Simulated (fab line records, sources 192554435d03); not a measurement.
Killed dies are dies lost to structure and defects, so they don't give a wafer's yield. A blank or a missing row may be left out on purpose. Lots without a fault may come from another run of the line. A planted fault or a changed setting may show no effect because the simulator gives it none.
Chamber matching | flow n5_finfet | N5_MOL_CONTACT_COAG_CMP_52 on cmp-02: 4 sister chambers
The step polishes, stops on SiO2, t overpolish 1.5 s, target thk 66.5 nm. 16 wafers are shown with their chamber, then 8 later ones without.

WAFERS WITH THEIR CHAMBER
wafer  | chamber | motor_current_A (A) | overpolish_run_s (s) | time_to_endpoint_s (s)
L075.1 | 0       | 14.6                | 1.505                | 16.2
L075.4 | 3       | 13.4                | 1.504                | 17.4
L075.5 | 3       | 14.2                | 1.504                | 15.4
L085.1 | 1       | 13.1                | 1.508                | 10.1
L085.3 | 0       | 14.4                | 1.499                | 11.1
L085.6 | 1       | 12.0                | 1.509                | 10.1
L086.2 | 2       | 12.4                | 1.499                | 14.9
L086.3 | 1       | 12.1                | 1.507                | 11.5
L086.4 | 0       | 14.9                | 1.508                | 14.1
L090.1 | 3       | 13.7                | 1.495                | 12.3
L090.2 | 0       | 14.9                | 1.512                | 12.7
L090.6 | 3       | 13.9                | 1.492                | 14.2
L092.1 | 2       | 12.5                | 1.505                | 13.2
L092.3 | 3       | 13.4                | 1.497                | 12.1
L092.6 | 1       | 12.2                | 1.517                | 12.9
L093.3 | 1       | 12.5                | 1.503                | 13.5

SIGNATURES (means of the wafers above)
reading            | chamber 0 | chamber 1 | chamber 2 | chamber 3 | scatter within a chamber
motor_current_A    | 14.700    | 12.380    | 12.450    | 13.720    | 0.347
overpolish_run_s   | 1.50600   | 1.50880   | 1.50200   | 1.49840   | 0.00524
time_to_endpoint_s | 13.525    | 11.620    | 14.050    | 14.280    | 1.94
Rule: a wafer's distance from a chamber is the root of the sum, over the readings, of the square of ((its reading less the chamber's mean) divided by the reading's scatter). The wafer belongs to the nearest chamber; if the next one is less than 2 further off, it can't be placed. The scatter: the root of (the sum of the squares of (reading less its chamber's mean) over the shown wafers, divided by (wafers less chambers)).

WAFERS WITHOUT THEIR CHAMBER
wafer  | motor_current_A (A) | overpolish_run_s (s) | time_to_endpoint_s (s)
L093.5 | 14.9                | 1.494                | 16.5
L093.6 | 12.6                | 1.508                | 14.5
L094.2 | 14.5                | 1.499                | 16.7
L094.3 | 12.2                | 1.495                | 16.5
L094.6 | 12.6                | 1.489                | 14.7
L097.3 | 12.3                | 1.505                | 14.5
L097.5 | 12.0                | 1.506                | 13.5
L097.6 | 14.8                | 1.491                | 14.4

WHICH CHAMBER EACH WENT THROUGH
wafer  | from the rows above          | in truth
L093.5 | can't be placed: 0 or 3      | 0
L093.6 | can't be placed: 2 or 1      | 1
L094.2 | can't be placed: 0 or 3      | 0
L094.3 | can't be placed: 2 or 1      | 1
L094.6 | can't be placed: 2 or 3 or 1 | 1
L097.3 | can't be placed: 2 or 1      | 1
L097.5 | can't be placed: 2 or 1      | 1
L097.6 | can't be placed: 0 or 3      | 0
Placed correctly: 0 of 8. Can't be placed from these rows: 8 (the true chamber is among the candidates in 8). Placed wrongly: 0.
